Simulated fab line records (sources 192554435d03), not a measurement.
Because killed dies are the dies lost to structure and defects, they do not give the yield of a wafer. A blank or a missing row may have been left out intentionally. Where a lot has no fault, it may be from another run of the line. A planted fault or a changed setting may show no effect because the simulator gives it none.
Chamber matching -- flow n5Finfet -- pecvd-04 running N5_BEOL_M4_PECVD_72: 3 sister chambers
The step deposits SiO2 from TEOS/O2, target thk 16 nm, time 18 s. 3 wafers are shown with their chamber, then 7 later ones without.

## WAFERS, EACH WITH ITS CHAMBER
wafer,chamber,showerheadPlenumPTorr (Torr)
L089.3,2,8.73
L092.1,1,8.81
L092.2,0,8.75

## WAFERS WITH NO CHAMBER GIVEN
wafer,showerheadPlenumPTorr (Torr)
L092.4,8.84
L094.3,8.72
L094.4,8.71
L094.6,8.84
L097.2,8.74
L097.4,8.82
L097.6,8.74

## EACH ONE'S CHAMBER
wafer,from the rows above,in truth
L092.4,1,1
L094.3,can't be placed: 2 or 0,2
L094.4,can't be placed: 2 or 0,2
L094.6,1,1
L097.2,can't be placed: 0 or 2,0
L097.4,1,1
L097.6,can't be placed: 0 or 2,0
Correct placement for 3 of the 7. Can't be placed from these rows: 4 (the true chamber is among the candidates in 4). Number placed wrongly: 0.
How it was worked out, from the rows above alone: a wafer's distance from a chamber is the root of the sum, over the readings, of the square of ((its reading less the chamber's mean) divided by the reading's scatter). The wafer belongs to the nearest chamber; if the next one is less than 2 further off, it can't be placed. A chamber's mean is the mean of its shown wafers. The scatter: with one shown wafer a chamber, the root of the mean of the squares of how far each hidden wafer lies from its nearest shown one.
